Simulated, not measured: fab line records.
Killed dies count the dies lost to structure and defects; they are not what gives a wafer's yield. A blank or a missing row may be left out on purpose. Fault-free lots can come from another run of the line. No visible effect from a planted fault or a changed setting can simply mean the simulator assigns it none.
Split-lot trial / flow n5Finfet / 21 wafers read from 7 lots, route of 1938 steps

ABOUT THE SPLIT
At N5_BEOL_M15_CMP_49 (polishes, stops on SiO2, t overpolish 4.9 s, target thk 850 nm), the setting downForcePsi was moved away from the recipe's 2 psi on 11 of the 21 wafers read, by -6.2% to +21.8%. This setting was run at the recipe's value on the other wafers.

The reading is taken at the split's own step.

THE READING
barrierFieldEndpointS, in s, at N5_BEOL_M15_CMP_49 (polishes, stops on SiO2, t overpolish 4.9 s, target thk 850 nm). On this fab line, fault-free wafers typically give 11.44 s with a standard deviation of 0.29 s.

wafer=L080.4; tool, chamber at the split=cmp-01, 3; downForcePsi as run, psi=2; against the recipe=recipe; barrierFieldEndpointS, s=11.08; against lot-mates on the recipe=-
wafer=L080.5; tool, chamber at the split=cmp-01, 0; downForcePsi as run, psi=2; against the recipe=recipe; barrierFieldEndpointS, s=11.40; against lot-mates on the recipe=-
wafer=L080.6; tool, chamber at the split=cmp-01, 1; downForcePsi as run, psi=2; against the recipe=recipe; barrierFieldEndpointS, s=11.16; against lot-mates on the recipe=-
wafer=L083.3; tool, chamber at the split=cmp-02, 1; downForcePsi as run, psi=1.877; against the recipe=-6.2%; barrierFieldEndpointS, s=11.81; against lot-mates on the recipe=no lot-mate on the recipe
wafer=L083.1; tool, chamber at the split=cmp-02, 2; downForcePsi as run, psi=1.877; against the recipe=-6.2%; barrierFieldEndpointS, s=11.82; against lot-mates on the recipe=no lot-mate on the recipe
wafer=L083.4; tool, chamber at the split=cmp-02, 3; downForcePsi as run, psi=1.877; against the recipe=-6.2%; barrierFieldEndpointS, s=11.82; against lot-mates on the recipe=no lot-mate on the recipe
wafer=L082.1; tool, chamber at the split=cmp-01, 3; downForcePsi as run, psi=2; against the recipe=recipe; barrierFieldEndpointS, s=11.55; against lot-mates on the recipe=-
wafer=L082.3; tool, chamber at the split=cmp-01, 0; downForcePsi as run, psi=2; against the recipe=recipe; barrierFieldEndpointS, s=11.21; against lot-mates on the recipe=-
wafer=L082.4; tool, chamber at the split=cmp-01, 2; downForcePsi as run, psi=2; against the recipe=recipe; barrierFieldEndpointS, s=11.23; against lot-mates on the recipe=-
wafer=L085.3; tool, chamber at the split=cmp-03, 1; downForcePsi as run, psi=2; against the recipe=recipe; barrierFieldEndpointS, s=11.70; against lot-mates on the recipe=-
wafer=L085.1; tool, chamber at the split=cmp-03, 3; downForcePsi as run, psi=2.341; against the recipe=+17.1%; barrierFieldEndpointS, s=9.93; against lot-mates on the recipe=-1.70
wafer=L085.2; tool, chamber at the split=cmp-03, 0; downForcePsi as run, psi=2; against the recipe=recipe; barrierFieldEndpointS, s=11.56; against lot-mates on the recipe=-
wafer=L087.3; tool, chamber at the split=cmp-01, 1; downForcePsi as run, psi=1.879; against the recipe=-6.0%; barrierFieldEndpointS, s=12.13; against lot-mates on the recipe=no lot-mate on the recipe
wafer=L087.4; tool, chamber at the split=cmp-01, 2; downForcePsi as run, psi=1.879; against the recipe=-6.0%; barrierFieldEndpointS, s=11.82; against lot-mates on the recipe=no lot-mate on the recipe
wafer=L087.6; tool, chamber at the split=cmp-01, 1; downForcePsi as run, psi=1.879; against the recipe=-6.0%; barrierFieldEndpointS, s=12.21; against lot-mates on the recipe=no lot-mate on the recipe
wafer=L092.1; tool, chamber at the split=cmp-01, 1; downForcePsi as run, psi=2; against the recipe=recipe; barrierFieldEndpointS, s=11.11; against lot-mates on the recipe=-
wafer=L092.4; tool, chamber at the split=cmp-01, 2; downForcePsi as run, psi=2.435; against the recipe=+21.8%; barrierFieldEndpointS, s=8.84; against lot-mates on the recipe=-2.27
wafer=L092.5; tool, chamber at the split=cmp-01, 2; downForcePsi as run, psi=2.435; against the recipe=+21.8%; barrierFieldEndpointS, s=9.07; against lot-mates on the recipe=-2.04
wafer=L093.1; tool, chamber at the split=cmp-03, 1; downForcePsi as run, psi=2; against the recipe=recipe; barrierFieldEndpointS, s=11.19; against lot-mates on the recipe=-
wafer=L093.4; tool, chamber at the split=cmp-03, 0; downForcePsi as run, psi=2.347; against the recipe=+17.3%; barrierFieldEndpointS, s=9.67; against lot-mates on the recipe=-1.52
wafer=L093.6; tool, chamber at the split=cmp-03, 2; downForcePsi as run, psi=2.347; against the recipe=+17.3%; barrierFieldEndpointS, s=9.84; against lot-mates on the recipe=-1.35

THE FIT
A straight line over all 21 wafers: barrierFieldEndpointS changes by -0.0989 s for each +1% of downForcePsi; r = -0.98; the points scatter about the line by 0.21 s.
The same after taking each lot's own level away (the mean of its wafers on the recipe; 15 wafers): -0.0941 s for each +1%; r = -0.99; scatter 0.15 s.
On that fit, the largest move of downForcePsi shifts the reading by 2 s.
The span of the lots' own levels, 11.110 to 11.630 s, comes to 1.8 times the standard deviation stated above.
So the lot-to-lot level changes the slope little: the two slopes agree.
Check: for one of the wafers moved furthest among these (+21.8%), held out of the fit, the line's prediction against its lot-mates is -1.96 s. Against them it came out at -2.27 s.
Tool readings at the split's step, against how far the setting was moved: barrierFieldEndpointS r = -0.98.

THE OTHER SPLITS THESE WAFERS WENT THROUGH
Other splits were also applied to these wafers ahead of the reading. Each is held against what the fit with the lots' levels taken away leaves over:
other split on the same wafers=N5_BEOL_M12_EXPOSE_07 doseMj; wafers away from the commonest value=11; r with barrierFieldEndpointS (lot level and that fit taken away)=-0.49
other split on the same wafers=N5_BEOL_M13_COAT_66 spinRpm; wafers away from the commonest value=6; r with barrierFieldEndpointS (lot level and that fit taken away)=-0.08
other split on the same wafers=N5_BEOL_M13_DESCUM_33 timeS; wafers away from the commonest value=4; r with barrierFieldEndpointS (lot level and that fit taken away)=+0.15
other split on the same wafers=N5_BEOL_M13_SPUTTER_43 timeS; wafers away from the commonest value=7; r with barrierFieldEndpointS (lot level and that fit taken away)=-0.26
other split on the same wafers=N5_BEOL_M14_SPUTTER_43 powerW; wafers away from the commonest value=7; r with barrierFieldEndpointS (lot level and that fit taken away)=-0.20
other split on the same wafers=N5_BEOL_M14_DEP_53 timeS; wafers away from the commonest value=8; r with barrierFieldEndpointS (lot level and that fit taken away)=+0.00

FILE'S OWN FIT
barrierFieldEndpointS changes by -0.0948 s for each +1% of downForcePsi, r = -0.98.
